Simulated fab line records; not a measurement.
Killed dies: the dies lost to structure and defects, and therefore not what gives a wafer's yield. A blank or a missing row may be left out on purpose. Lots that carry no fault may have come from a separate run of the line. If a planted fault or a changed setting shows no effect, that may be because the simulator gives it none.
Struck lot and sound lot, side by side + flow n5_finfet + 19 steps out of a route of 1938
Sound: wafers L724.1, L724.3, L724.4. Struck: wafer L729.3 (left out: L729.1, L729.4 of the same lot, which were not struck); the cause appears at the end.
At each step with rows: each side's tool, then ch and its chambers, then its first start. Under that, the readings that differ: sound wafers + struck wafers + difference of the means + sigmas: that difference in standard deviations of wafers without a fault.
alike: readings with means less than 2 such deviations apart, plus words and numbers identical on both sides. not compared: withheld readings, readings lacking a value on some wafer, bounds such as >300 that could conceal the same value, and numbers that have no deviation in the record and whose values overlap.
The two part at a step that has a row with sigmas, a row that says differs or no value, or rows on one side only. Non-overlapping numbers with no deviation appear without sigmas and do not part them. A reading missing from all wafers of one side parts the sides only when that side holds two or more wafers.

N5_BEOL_M14_CMP_49: polishes, stops on SiO2, t overpolish 5.2 s, target thk 560 nm.
  sound on cmp-01 ch 1,2,3, day 13 20:58; struck on cmp-01 ch 0, day 15 01:43
  alike: barrier_field_endpoint_s, motor_current_A, overpolish_run_s, platen_rpm, slurry_flow_ml_min, time_to_endpoint_s
N5_BEOL_M14_THK_MEAS_50: measures by xrf.
  struck on film_metro-01, day 15 02:01; sound on film_metro-02, day 13 21:13
  alike: M14_THK
then, 1 step without rows for these wafers: N5_BEOL_M14_PRE_CLEAN_52 (time 15 s).
N5_BEOL_M14_DEP_53: deposits SiCN from 3MS/NH3, target thk 50 nm, time 17.8 s.
  sound on pecvd-04 ch 0,1, day 13 21:17; struck on pecvd-01 ch 1, day 15 02:05
  alike: showerhead_plenum_p_Torr, throttle_valve_pct
N5_BEOL_M14_RS_MEAS_54: the measuring method here is four-point-probe.
  struck on film_metro-01, day 15 02:10; sound on film_metro-01, day 13 21:21
  alike: M14_RS
N5_BEOL_M14_INSPECT_55: inspects for defects (darkfield).
  struck on defect_inspect-02, day 15 02:12; sound on defect_inspect-01, day 13 21:23
  alike: raw_defect_count
N5_BEOL_M15_ILD_DEP_00: deposits SiO2 from TEOS/O2, target thk 1629.3 nm, time 346.1 s.
  sound on pecvd-03 ch 0,1,2, day 13 21:25; struck on pecvd-03 ch 2, day 15 02:14
  alike: heater_power_w, showerhead_plenum_p_Torr, throttle_valve_pct
N5_BEOL_M15_THK_MEAS_01:
  struck on film_metro-01, day 15 02:35; sound on film_metro-01, day 13 21:40
  alike: M15_ILD_THK
then, 4 steps without rows for these wafers: N5_BEOL_M15_COAT_58 (time 60 s, resist thk 89 nm); N5_BEOL_M15_COAT_04 (resist thk 800 nm); N5_BEOL_M15_EBR_06; N5_BEOL_M15_SOFTBAKE_05 (time 60 s).
N5_BEOL_M15_EXPOSE_07: exposes mask V14.
  sound on krf_scanner-02 ch 0, day 13 21:55; struck on krf_scanner-02 ch 0, day 15 02:43
  alike: mask
then, 3 steps without rows for these wafers: N5_BEOL_M15_PEB_08 (peb time 90 s); N5_BEOL_M15_DEVELOP_09 (develop time 45 s); N5_BEOL_M15_HARDBAKE_14 (time 120 s).
N5_BEOL_M15_CD_MEAS_10 targets a cd of 360 nm.
  sound on cd_sem-03 ch 0, day 13 22:06; struck on cd_sem-02 ch 0, day 15 02:53
| reading    | sound             | struck | difference | sigmas |
|------------|-------------------|--------|------------|--------|
| cd_nm (nm) | 360.1 359.7 359.3 | 389.7  | +30.0      | +20    |
N5_BEOL_M15_OVL_MEAS_11:
  sound on overlay-01 ch 0, day 13 22:08; struck on overlay-01 ch 0, day 15 02:56
  alike: V14_OVL
N5_PASSIVATION_PROBE_49:
  the record has rows for the struck wafers here (prober-02, day 15 22:16) and none for the sound ones

WHERE THEY PART
First at N5_BEOL_M15_CD_MEAS_10; last, within this record, at N5_PASSIVATION_PROBE_49.

WHY: the cause the simulator had injected
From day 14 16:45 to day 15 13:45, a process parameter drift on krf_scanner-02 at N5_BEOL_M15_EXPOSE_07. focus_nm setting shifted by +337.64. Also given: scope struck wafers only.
